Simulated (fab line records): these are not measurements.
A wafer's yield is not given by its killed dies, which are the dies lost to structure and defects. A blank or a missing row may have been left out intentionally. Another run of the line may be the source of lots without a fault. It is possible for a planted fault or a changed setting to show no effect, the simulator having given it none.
Chamber matching	flow nandHarc	NHARC_A_CHANNEL_FILL_D1_STRIP_28 on rieDiel-10: 4 sister chambers
The step strips in O2, time 20 s. 7 wafers are shown with their chamber, then 8 later ones without.

WAFERS, EACH WITH ITS CHAMBER
wafer	chamber	drypumpMotorCurrentA (A)	oesProductAu (a.u.)
L081.2	0	4.9	0.984
L081.6	0	4.9	0.986
L082.3	2	5.8	0.977
L082.6	2	5.8	0.973
L086.5	1	5.0	0.995
L086.6	3	6.4	0.998
L087.1	3	6.5	0.989

WAFERS WHOSE CHAMBER IS MISSING
wafer	drypumpMotorCurrentA (A)	oesProductAu (a.u.)
L087.3	5.0	0.995
L087.4	5.8	0.974
L094.4	5.8	0.981
L094.5	5.0	1.004
L094.6	5.8	0.976
L095.1	5.8	0.995
L095.2	6.4	0.998
L095.4	5.0	1.000

THE CHAMBER EACH PASSED THROUGH
wafer	from the rows above	in truth
L087.3	1	1
L087.4	2	2
L094.4	2	2
L094.5	1	1
L094.6	2	2
L095.1	2	2
L095.2	3	3
L095.4	1	1
Placed correctly: 8 of 8. Not placeable from these rows: 0. Wrongly placed: 0.
How it was worked out, from the rows above alone: a wafer's distance from a chamber is the root of the sum, over the readings, of the square of ((its reading less the chamber's mean) divided by the reading's scatter). The wafer belongs to the nearest chamber; if the next one is less than 2 further off, it can't be placed. The mean given for a chamber averages the wafers shown for that chamber. The scatter: take each reading less its chamber's mean, square it, sum over the shown wafers, divide by the number of wafers less the number of chambers, and take the root.
